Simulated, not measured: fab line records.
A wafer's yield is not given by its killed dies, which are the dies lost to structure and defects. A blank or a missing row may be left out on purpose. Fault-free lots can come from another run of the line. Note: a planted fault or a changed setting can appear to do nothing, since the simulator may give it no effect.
Chamber matching | flow nand_harc | NHARC_A_STAIRCASE_DEP_156 on pecvd-01: 3 sister chambers
The step deposits SiNx, target thk 50 nm. 6 wafers are shown with their chamber, then 9 later ones without.

== EACH WAFER AND ITS CHAMBER ==
wafer  | chamber | heater_power_w (W)
L087.5 | 2       | 612
L089.4 | 2       | 656
L089.5 | 0       | 711
L090.1 | 1       | 753
L090.2 | 0       | 582
L090.5 | 1       | 756

== WAFERS MISSING THEIR CHAMBER ==
wafer  | heater_power_w (W)
L092.1 | 684
L092.2 | 689
L092.5 | 713
L094.1 | 771
L094.2 | 679
L094.6 | 765
L095.2 | 732
L095.3 | 677
L095.6 | 671

== WHICH CHAMBER EACH WENT THROUGH ==
wafer  | from the rows above          | in truth
L092.1 | can't be placed: 0 or 2 or 1 | 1
L092.2 | can't be placed: 0 or 2 or 1 | 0
L092.5 | can't be placed: 1 or 0 or 2 | 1
L094.1 | can't be placed: 1 or 0      | 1
L094.2 | can't be placed: 0 or 2 or 1 | 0
L094.6 | can't be placed: 1 or 0      | 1
L095.2 | can't be placed: 1 or 0 or 2 | 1
L095.3 | can't be placed: 0 or 2 or 1 | 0
L095.6 | can't be placed: 0 or 2 or 1 | 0
Placed correctly: 0 of 9. Not placeable from these rows: 9 (in 9, the candidates include the true chamber). 0 placed wrongly.
How it was worked out, from the rows above alone: a wafer's distance from a chamber is the root of the sum, over the readings, of the square of ((its reading less the chamber's mean) divided by the reading's scatter). The wafer belongs to the nearest chamber; if the next one is less than 2 further off, it can't be placed. For every chamber, the mean is computed from those of its wafers that are shown. The scatter is the square root of a quotient: the sum, over the shown wafers, of each reading's squared deviation from its chamber's mean, divided by wafers minus chambers.
